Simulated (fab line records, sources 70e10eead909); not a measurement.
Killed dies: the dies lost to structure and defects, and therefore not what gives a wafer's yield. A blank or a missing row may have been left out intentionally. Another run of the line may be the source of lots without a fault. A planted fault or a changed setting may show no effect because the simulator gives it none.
fab line records | flow nandHarc
record: lots: 12 | wafers: 36 | lastDay: 33
route steps=1302 shown A_CONTACT@1103 A_BLC@1117 END@1302
lots untouched by any fault: they come from a run of this same line in which no faults occurred
startH: the number of hours between the record's first day and the start of the first shown wafer of the lot | waitH: how many hours have passed since the lot's step before this one | " as in the row above | L1.1+2: a row that stands for several wafers | - no value, or no start was given | * or withheld: withheld | < > ~ a bound
route shown NAME@n: a module of which the file shows steps, and the number in the route of the first | usual: mean/standard deviation taken from wafers without a fault | same: alike in all rows | chamber/n: place in a boat | sites: per-site readings | _std_site: the values' standard deviation | _edge_site: inner sites' mean taken away from outer sites' mean | radiusMm: how far each site lies from the wafer's centre | mask NAME#n: copy n | behind: tool/chamber where the wafer was last shaped | hold: reason for holding the lot/hours on hold/outcome of the hold | device: the n, p or np transistor that did not switch | end of line: the tests these same wafers got at the end of their route | for a step that has no rows: nothing shown but its recipe | killed: count of dies lost to structure and defects at first sort (not the wafer's yield) | map: a wafer's dies, marking killed ones x, the rest . and places with no die _
set.NAME: the run value of the setting; set.NAME@STEP: its run value at that earlier step | model.NAME: the simulator's own value behind a step, which no gauge read
route steps across a sampled set of lots; one table per step, one row per wafer
services: from which hour (startH, from the record's first day; less than 0 if before it) a tool's chamber was out of use, for how many hours, and why
== steps ==
step: NHARC_A_CONTACT_CMP_20
recipe: tOverpolishS: 30 | targetThkNm: 300
usual: motorCurrentA: 12.7/1.4 | overpolishRunS: 30.000/0.0088 | timeToEndpointS: 61/4.5
lot.wafer | tool   | chamber | startH | waitH | motorCurrentA | overpolishRunS | timeToEndpointS
L587.2    | cmp-03 | 3       | 529.44 | 0.6   | 10.9          | 30.011         | 64
L587.5    | "      | 3       | "      | "     | 10.2          | 30.019         | 60
L587.6    | "      | 0       | "      | "     | 13.3          | 30.006         | 64
L588.4    | cmp-04 | 3       | 555.50 | 0.6   | 13.7          | 29.996         | 60
L588.2    | "      | 0       | "      | "     | 10.0          | 29.996         | 59
L588.6    | "      | 1       | "      | "     | 12.5          | 29.995         | 68
L589.3    | cmp-04 | 2       | 557.34 | 0.4   | 13.1          | 29.993         | 60
L589.4    | "      | 0       | "      | "     | 10.6          | 30.005         | 55
L589.6    | "      | 1       | "      | "     | 13.3          | 29.996         | 65
L590.3    | cmp-04 | 0       | 561.56 | 0.9   | 10.3          | 30.010         | 60
L590.1    | "      | 1       | "      | "     | 12.7          | 30.001         | 66
L590.2    | "      | 2       | "      | "     | 12.8          | 29.998         | 59
L593.2    | cmp-03 | 1       | 575.17 | 0.6   | 15.1          | 30.002         | 70
L593.1    | "      | 0       | "      | "     | 13.7          | 29.999         | 57
L593.5    | "      | 1       | "      | "     | 14.4          | 30.012         | 68
L598.1    | cmp-04 | 1       | 657.61 | 0.8   | 13.2          | 29.985         | 66
L598.4    | "      | 3       | "      | "     | 13.8          | 30.006         | 63
L598.6    | "      | 1       | "      | "     | 13.6          | 29.992         | 64
L602.1    | cmp-04 | 1       | 712.49 | 0.6   | 14.2          | 30.006         | 62
L602.3    | "      | 3       | "      | "     | 13.7          | 30.007         | 61
L602.2    | "      | 0       | "      | "     | 10.3          | 30.006         | 54
L603.4    | cmp-01 | 0       | 714.23 | 0.5   | 11.4          | 29.981         | 55
L603.5    | "      | 0       | "      | "     | 12.0          | 30.003         | 56
L603.6    | "      | 1       | "      | "     | 11.3          | 29.999         | 60
L604.2    | cmp-03 | 0       | 718.84 | 0.8   | 13.4          | 29.992         | 59
L604.3    | "      | 3       | "      | "     | 10.8          | 29.994         | 61
L604.6    | "      | 1       | "      | "     | 14.4          | 29.998         | 68
L605.4    | cmp-04 | 0       | 722.83 | 0.5   | 10.1          | 29.990         | 59
L605.3    | "      | 1       | "      | "     | 12.5          | 29.994         | 64
L605.1    | "      | 2       | "      | "     | 13.0          | 29.998         | 58
L606.3    | cmp-04 | 1       | 728.29 | 0.6   | 12.3          | 29.999         | 69
L606.5    | "      | 2       | "      | "     | 12.7          | 30.001         | 58
L606.6    | "      | 3       | "      | "     | 14.1          | 29.987         | 57
L607.2    | cmp-03 | 2       | 728.96 | 0.6   | 12.5          | 30.019         | 63
L607.3    | "      | 3       | "      | "     | 11.1          | 29.991         | 61
L607.4    | "      | 0       | "      | "     | 12.6          | 30.002         | 61
step: NHARC_A_BLC_CD_MEAS_10
recipe: targetCdNm: 100 | landingEnergyEv: 500
usual: cdNm: 100.3/1
lot.wafer | tool     | chamber | startH | waitH | cdNm
L587.2    | cdSem-01 | 0       | 530.23 | -     | 98.7
L587.5    | "        | 0       | "      | "     | 98.6
L587.6    | "        | 0       | "      | "     | 98.7
L588.2    | cdSem-01 | 0       | 556.37 | -     | 100.4
L588.4    | "        | 0       | "      | "     | 101.4
L588.6    | "        | 0       | "      | "     | 99.2
L589.3    | cdSem-02 | 0       | 558.24 | -     | 101.4
L589.4    | "        | 0       | "      | "     | 99.4
L589.6    | "        | 0       | "      | "     | 101.2
L590.1    | cdSem-02 | 0       | 562.34 | -     | 98.0
L590.2    | "        | 0       | "      | "     | 98.8
L590.3    | "        | 0       | "      | "     | 98.7
L593.1    | cdSem-01 | 0       | 576.08 | -     | 100.7
L593.2    | "        | 0       | "      | "     | 101.3
L593.5    | "        | 0       | "      | "     | 101.0
L598.1    | cdSem-03 | 0       | 658.50 | -     | 101.2
L598.4    | "        | 0       | "      | "     | 100.9
L598.6    | "        | 0       | "      | "     | 101.6
L602.1    | cdSem-03 | 0       | 713.40 | -     | 100.5
L602.2    | "        | 0       | "      | "     | 102.0
L602.3    | "        | 0       | "      | "     | 101.3
L603.4    | cdSem-02 | 0       | 715.02 | -     | 100.3
L603.5    | "        | 0       | "      | "     | 100.4
L603.6    | "        | 0       | "      | "     | 100.5
L604.2    | cdSem-01 | 0       | 719.75 | -     | 101.5
L604.3    | "        | 0       | "      | "     | 100.7
L604.6    | "        | 0       | "      | "     | 99.8
L605.1    | cdSem-02 | 0       | 723.74 | -     | 99.1
L605.3    | "        | 0       | "      | "     | 99.8
L605.4    | "        | 0       | "      | "     | 101.3
L606.3    | cdSem-02 | 0       | 729.01 | -     | 100.3
L606.5    | "        | 0       | "      | "     | 100.8
L606.6    | "        | 0       | "      | "     | 98.6
L607.2    | cdSem-03 | 0       | 729.87 | -     | 100.6
L607.3    | "        | 0       | "      | "     | 99.9
L607.4    | "        | 0       | "      | "     | 100.3
step: NHARC_A_BLC_ETCH_16
recipe: targetDepthA: 390 | overEtchFrac: 0.3 | timeS: 65 | ionEnergyEv: 80 | cf4FlowSccm: 150 | arFlowSccm: 0 | rfW: 300 | biasW: 100 | chemistry: CF4
usual: drypumpMotorCurrentA: 5.7/0.44 | oesProductAu: 0.998/0.011 | rfVppV: 151.1/1.3 | runLengthS: 86.3/0.39 | showerheadPlenumPTorr: 1.75/0.071 | throttleValvePct: 13.284/0.009
same: timeS: 65
lot.wafer | tool       | chamber | startH | waitH | drypumpMotorCurrentA | oesProductAu | rfHoursCounterH | rfVppV | runLengthS | showerheadPlenumPTorr | throttleValvePct
L587.2    | rieDiel-08 | 1       | 530.54 | 0.1   | 5.3                  | 0.999        | 12              | 152.6  | 87.2       | 1.70                  | 13.296
L587.5    | "          | 0       | "      | "     | 5.0                  | 0.980        | -               | 151.7  | 85.9       | 1.75                  | 13.285
L587.6    | "          | 1       | "      | "     | 5.3                  | 0.987        | -               | 149.1  | 86.6       | 1.70                  | 13.279
L588.2    | rieDiel-09 | 1       | 556.65 | 0.1   | 5.2                  | 0.989        | 2               | 150.6  | 86.0       | 1.65                  | 13.285
L588.4    | "          | 2       | "      | "     | 5.7                  | 0.982        | 2               | 150.7  | 86.0       | 1.72                  | 13.282
L588.6    | "          | 3       | "      | "     | 6.0                  | 1.003        | -               | 152.0  | 86.1       | 1.86                  | 13.293
L589.4    | rieDiel-09 | 3       | 558.52 | 0.1   | 6.0                  | 1.003        | 3               | 151.9  | 86.1       | 1.86                  | 13.292
L589.3    | "          | 2       | "      | "     | 5.7                  | 0.968        | 2               | 150.6  | 86.0       | 1.72                  | 13.265
L589.6    | "          | 3       | "      | "     | 6.0                  | 1.000        | -               | 152.6  | 86.0       | 1.86                  | 13.289
L590.2    | rieDiel-06 | 2       | 562.61 | 0.1   | 5.4                  | 1.000        | 20              | 150.7  | 86.0       | 1.70                  | 13.288
L590.1    | "          | 3       | "      | "     | 5.9                  | 0.995        | 16              | 151.7  | 85.8       | 1.78                  | 13.285
L590.3    | "          | 0       | "      | "     | 5.0                  | 0.990        | 22              | 153.5  | 86.5       | 1.87                  | 13.294
L593.1    | rieDiel-08 | 1       | 576.37 | 0.1   | 5.3                  | 1.000        | 2               | 150.5  | 87.0       | 1.70                  | 13.298
L593.2    | "          | 2       | "      | "     | 6.2                  | 0.997        | 2               | 152.7  | 86.4       | 1.87                  | 13.286
L593.5    | "          | 2       | "      | "     | 6.2                  | 1.005        | -               | 150.4  | 86.4       | 1.87                  | 13.294
L598.1    | rieDiel-08 | 0       | 658.77 | 0.1   | 5.0                  | 0.992        | 10              | 151.6  | 86.6       | 1.75                  | 13.280
L598.4    | "          | 3       | "      | "     | 5.6                  | 0.982        | 10              | 150.1  | 86.9       | 1.74                  | 13.292
L598.6    | "          | 0       | "      | "     | 5.0                  | 0.997        | -               | 151.7  | 86.1       | 1.75                  | 13.277
L602.3    | rieDiel-06 | 3       | 713.69 | 0.1   | 5.9                  | 0.991        | 16              | 151.9  | 86.4       | 1.77                  | 13.306
L602.2    | "          | 1       | "      | "     | 5.2                  | 0.996        | 21              | 151.2  | 86.5       | 1.72                  | 13.279
L602.1    | "          | 2       | "      | "     | 5.4                  | 0.985        | 20              | 150.3  | 86.1       | 1.68                  | 13.271
L603.5    | rieDiel-06 | 2       | 715.33 | 0.1   | 5.4                  | 0.992        | -               | 148.7  | 85.9       | 1.68                  | 13.276
L603.6    | "          | 3       | "      | "     | 5.9                  | 0.994        | -               | 151.7  | 86.2       | 1.77                  | 13.280
L603.4    | "          | 1       | "      | "     | 5.2                  | 1.005        | -               | 149.2  | 86.5       | 1.72                  | 13.266
L604.2    | rieDiel-09 | 0       | 720.03 | 0.1   | 6.3                  | 1.004        | 2               | 150.9  | 86.0       | 1.72                  | 13.269
L604.3    | "          | 1       | "      | "     | 5.2                  | 1.010        | 1               | 148.1  | 86.5       | 1.65                  | 13.284
L604.6    | "          | 2       | "      | "     | 5.7                  | 0.997        | -               | 150.8  | 86.3       | 1.72                  | 13.283
L605.3    | rieDiel-09 | 2       | 724.01 | 0.1   | 5.7                  | 0.993        | 2               | 151.3  | 85.8       | 1.72                  | 13.272
L605.1    | "          | 3       | "      | "     | 6.0                  | 1.006        | 2               | 153.3  | 86.3       | 1.85                  | 13.275
L605.4    | "          | 0       | "      | "     | 6.3                  | 1.013        | 2               | 150.7  | 85.7       | 1.72                  | 13.284
L606.3    | rieDiel-09 | 1       | 729.27 | 0.1   | 5.2                  | 0.998        | 2               | 149.3  | 86.3       | 1.65                  | 13.283
L606.6    | "          | 1       | "      | "     | 5.2                  | 1.010        | -               | 149.2  | 86.4       | 1.65                  | 13.284
L606.5    | "          | 2       | "      | "     | 5.7                  | 0.987        | -               | 150.1  | 85.8       | 1.72                  | 13.293
L607.4    | rieDiel-09 | 3       | 730.15 | 0.1   | 6.0                  | 1.007        | 3               | 153.0  | 86.5       | 1.85                  | 13.272
L607.2    | "          | 0       | "      | "     | 6.3                  | 1.000        | 3               | 150.8  | 85.6       | 1.72                  | 13.269
L607.3    | "          | 1       | "      | "     | 5.2                  | 0.996        | 3               | 149.3  | 86.7       | 1.65                  | 13.288
step: NHARC_A_BLC_ETCH_17
recipe: targetDepthA: 3900 | overEtchFrac: 0.25 | timeS: 609.38 | ionEnergyEv: 200 | n2FlowSccm: 150 | h2FlowSccm: 150 | arFlowSccm: 0 | rfW: 400 | biasW: 150 | chemistry: N2/H2
usual: drypumpMotorCurrentA: 5.7/0.45 | oesProductAu: 0.997/0.014 | rfVppV: 429.9/2.5 | runLengthS: 630.7/0.39 | showerheadPlenumPTorr: 2.02/0.087 | throttleValvePct: 14.171/0.0095
lot.wafer | tool       | chamber | startH | waitH | drypumpMotorCurrentA | oesProductAu | rfHoursCounterH | rfVppV | runLengthS | showerheadPlenumPTorr | throttleValvePct
L587.2    | rieDiel-08 | 0       | 530.63 | -     | 5.0                  | 0.993        | 12              | 430.0  | 630.6      | 2.02                  | 14.173
L587.5    | "          | 0       | "      | "     | 5.0                  | 0.997        | -               | 430.0  | 630.2      | 2.02                  | 14.180
L587.6    | "          | 1       | "      | "     | 5.3                  | 0.993        | -               | 429.0  | 631.4      | 1.95                  | 14.186
L588.2    | rieDiel-09 | 0       | 556.82 | -     | 6.4                  | 1.026        | 3               | 429.0  | 630.4      | 1.98                  | 14.175
L588.4    | "          | 1       | "      | "     | 5.2                  | 1.003        | 2               | 426.8  | 630.9      | 1.89                  | 14.160
L588.6    | "          | 3       | "      | "     | 6.0                  | 0.993        | -               | 432.9  | 630.9      | 2.15                  | 14.185
L589.3    | rieDiel-09 | 2       | 558.65 | -     | 5.7                  | 0.992        | 3               | 428.6  | 630.4      | 1.98                  | 14.178
L589.4    | "          | 3       | "      | "     | 6.0                  | 0.998        | 3               | 433.6  | 630.5      | 2.15                  | 14.164
L589.6    | "          | 2       | "      | "     | 5.7                  | 0.979        | -               | 429.8  | 630.3      | 1.98                  | 14.171
L590.1    | rieDiel-06 | 0       | 562.70 | -     | 5.0                  | 0.989        | 22              | 434.7  | 630.8      | 2.17                  | 14.171
L590.3    | "          | 1       | "      | "     | 5.2                  | 1.012        | 21              | 429.2  | 630.6      | 2.00                  | 14.176
L590.2    | "          | 3       | "      | "     | 5.9                  | 0.995        | 16              | 431.1  | 630.4      | 2.06                  | 14.170
L593.2    | rieDiel-08 | 0       | 576.55 | -     | 5.0                  | 0.992        | 2               | 430.2  | 630.3      | 2.02                  | 14.168
L593.1    | "          | 1       | "      | "     | 5.3                  | 1.002        | 2               | 428.1  | 631.0      | 1.95                  | 14.188
L593.5    | "          | 3       | "      | "     | 5.6                  | 0.981        | -               | 431.0  | 631.2      | 2.01                  | 14.169
L598.4    | rieDiel-08 | 0       | 658.86 | -     | 5.0                  | 0.979        | 10              | 429.8  | 490.6      | 2.02                  | 14.172
L598.1    | "          | 1       | "      | "     | 5.3                  | 0.995        | 9               | 427.2  | 631.1      | 1.94                  | 14.168
L598.6    | "          | 1       | "      | "     | 5.3                  | 0.987        | -               | 428.0  | 630.9      | 1.94                  | 14.176
L602.3    | rieDiel-06 | 1       | 713.79 | -     | 5.3                  | 1.006        | 22              | 429.4  | 630.9      | 1.98                  | 14.176
L602.2    | "          | 2       | "      | "     | 5.4                  | 0.988        | 20              | 427.2  | 630.9      | 1.93                  | 14.168
L602.1    | "          | 3       | "      | "     | 5.9                  | 1.001        | 16              | 430.0  | 630.2      | 2.04                  | 14.176
L603.6    | rieDiel-06 | 1       | 715.58 | -     | 5.3                  | 1.001        | -               | 428.5  | 630.8      | 1.98                  | 14.168
L603.4    | "          | 2       | "      | "     | 5.4                  | 0.988        | -               | 428.8  | 630.3      | 1.93                  | 14.183
L603.5    | "          | 3       | "      | "     | 5.9                  | 0.988        | -               | 431.7  | 630.1      | 2.04                  | 14.185
L604.2    | rieDiel-09 | 3       | 720.11 | -     | 6.0                  | 1.018        | 2               | 433.0  | 630.5      | 2.15                  | 14.185
L604.3    | "          | 2       | "      | "     | 5.7                  | 1.005        | 2               | 428.9  | 630.2      | 1.98                  | 14.192
L604.6    | "          | 3       | "      | "     | 6.0                  | 1.015        | -               | 433.4  | 630.9      | 2.15                  | 14.179
L605.1    | rieDiel-09 | 1       | 724.10 | -     | 5.2                  | 1.014        | 2               | 425.7  | 630.4      | 1.89                  | 14.169
L605.3    | "          | 3       | "      | "     | 6.0                  | 1.017        | 2               | 434.4  | 630.9      | 2.15                  | 14.156
L605.4    | "          | 0       | "      | "     | 6.4                  | 1.008        | 2               | 426.5  | 630.1      | 1.98                  | 14.174
L606.3    | rieDiel-09 | 3       | 729.36 | -     | 6.0                  | 0.997        | 3               | 433.6  | 630.8      | 2.15                  | 14.156
L606.6    | "          | 3       | "      | "     | 6.0                  | 1.013        | -               | 434.1  | 630.8      | 2.15                  | 14.165
L606.5    | "          | 0       | "      | "     | 6.3                  | 0.998        | -               | 427.8  | 630.3      | 1.98                  | 14.166
L607.4    | rieDiel-09 | 1       | 730.29 | -     | 5.2                  | 1.010        | 3               | 425.8  | 630.5      | 1.89                  | 14.174
L607.3    | "          | 3       | "      | "     | 6.0                  | 1.001        | 3               | 432.2  | 630.8      | 2.15                  | 14.148
L607.2    | "          | 0       | "      | "     | 6.4                  | 1.001        | 3               | 428.8  | 630.2      | 1.97                  | 14.167
step: NHARC_END_SORT_01
recipe: tempC: 25
usual: killedAtArray: 61/24 | killedAtOther: 1.2/1.3 | killedAtPeriphery: 3.7/2.6 | killedDies: 66/23 | killedOpen: 3.3/1.8 | killedShort: 2.4/1.6
same: grossDies: 677
lot.wafer | tool      | chamber | startH | waitH | killedAtArray | killedAtOther | killedAtPeriphery | killedDies | killedOpen | killedShort
L598.1    | prober-01 | 0       | 703.95 | 2.5   | 46            | 2             | 7                 | 55         | 4          | 1
L598.4    | prober-01 | 0       | 706.35 | 3.4   | 586           | 1             | 7                 | 594        | 3          | 1
L598.6    | prober-01 | 0       | 707.94 | 4.0   | 59            | 2             | 2                 | 63         | 3          | 4
killed by level:class
L598.1 A_CHANNEL_HOLE_D1:chamberFilmFlake=28 A_CHANNEL_HOLE_D2:chamberFilmFlake=6 A_STAIRCASE:chamberFilmFlake=4 P_CONTACT:chamberFilmFlake=3 A_M0:geometricParticle:open=2 P_GATE:chamberFilmFlake=2 THIN_TSV:chamberFilmFlake=2 P_CONTACT:geometricParticle:open=1
L598.4 A_BLC:areaEtch=533 A_CHANNEL_HOLE_D1:chamberFilmFlake=31 A_STAIRCASE:chamberFilmFlake=8 P_GATE:chamberFilmFlake=3 A_DECK1_JOINT:chamberFilmFlake=3 A_CHANNEL_HOLE_D2:chamberFilmFlake=3 P_ZERO_WELL:chamberFilmFlake=2 A_SLIT:chamberFilmFlake=2
L598.6 A_CHANNEL_HOLE_D1:chamberFilmFlake=32 A_CHANNEL_HOLE_D2:chamberFilmFlake=6 A_STAIRCASE:chamberFilmFlake=6 A_SLIT:chamberFilmFlake=4 A_CHANNEL_FILL_D2:geometricParticle:short=2 THIN_TSV:chamberFilmFlake=2 A_DECK1_JOINT:chamberFilmFlake=2 A_DECK1_JOINT:geometricParticle:open=1
== services ==
tool       | chamber | startH | hours | kind
cmp-04     | -       | 505.45 | 4.0   | pm
cmp-04     | -       | 515.74 | 2.9   | repair
rieDiel-06 | 3       | 518.22 | 11.4  | repair
cmp-01     | -       | 526.01 | 2.2   | repair
rieDiel-09 | 1       | 536.99 | 6.1   | repair
cmp-04     | -       | 539.49 | 1.9   | repair
rieDiel-08 | -       | 544.80 | 9.0   | pm
cmp-03     | -       | 554.14 | 4.0   | pm
cmp-01     | -       | 556.03 | 4.0   | repair
rieDiel-09 | 2       | 559.82 | 6.6   | repair
rieDiel-08 | 0       | 572.78 | 3.6   | repair
cmp-03     | -       | 596.21 | 0.8   | repair
cmp-04     | -       | 603.45 | 4.0   | pm
rieDiel-09 | 0       | 649.35 | 6.8   | repair
cmp-03     | -       | 652.14 | 4.0   | pm
rieDiel-09 | 3       | 655.93 | 14.8  | repair
rieDiel-06 | -       | 661.55 | 9.0   | pm
rieDiel-08 | 2       | 674.09 | 2.6   | repair
rieDiel-09 | -       | 674.10 | 9.0   | pm
cmp-04     | -       | 701.45 | 4.0   | pm
rieDiel-06 | 0       | 710.06 | 8.7   | repair
rieDiel-08 | -       | 722.13 | 9.0   | pm
cmp-04     | -       | 723.20 | 0.5   | repair
cmp-03     | -       | 727.39 | 1.2   | repair
== key ==
firstSign: step: NHARC_A_BLC_ETCH_17 | reading: runLengthS | direction: down | sigmas: 99+ | usual: * | struck: *
effect: step: NHARC_END_SORT_01 | reading: killedDies | direction: up | sigmas: 23 | usual: 66 | struck: 594
moreKillsBornAt: NHARC_A_BLC_ETCH_17@rieDiel-08: 533
metAt NHARC_A_BLC_ETCH_17
struckLots L598
struckWafers L598.4
laterRowsLeftOut L598.4
testerLeftOut L598
notActingAt NHARC_A_CONTACT_CMP_20,NHARC_A_BLC_CD_MEAS_10,NHARC_A_BLC_ETCH_16
onsetBetween 576.55 658.86
fault: kind: processParameterDrift | tool: rieDiel-08 | chamber: 0 | onsetH: 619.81 | steps: NHARC_A_BLC_ETCH_17 | channel: timeS | offset: * | shape: step | endH: 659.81 | actsIn: * | stated: *
testerLeftOut: of these lots the tester's yield and bins aren't shown, on N5 and GAA mostly nor the transistor test; their killed dies are dies lost to structure and defects alone, not to doping, threshold or leakage, so they don't give the yield
laterRowsLeftOut: the simulator's readings of these wafers behind a module that went badly wrong aren't trusted and aren't shown, but for the sort
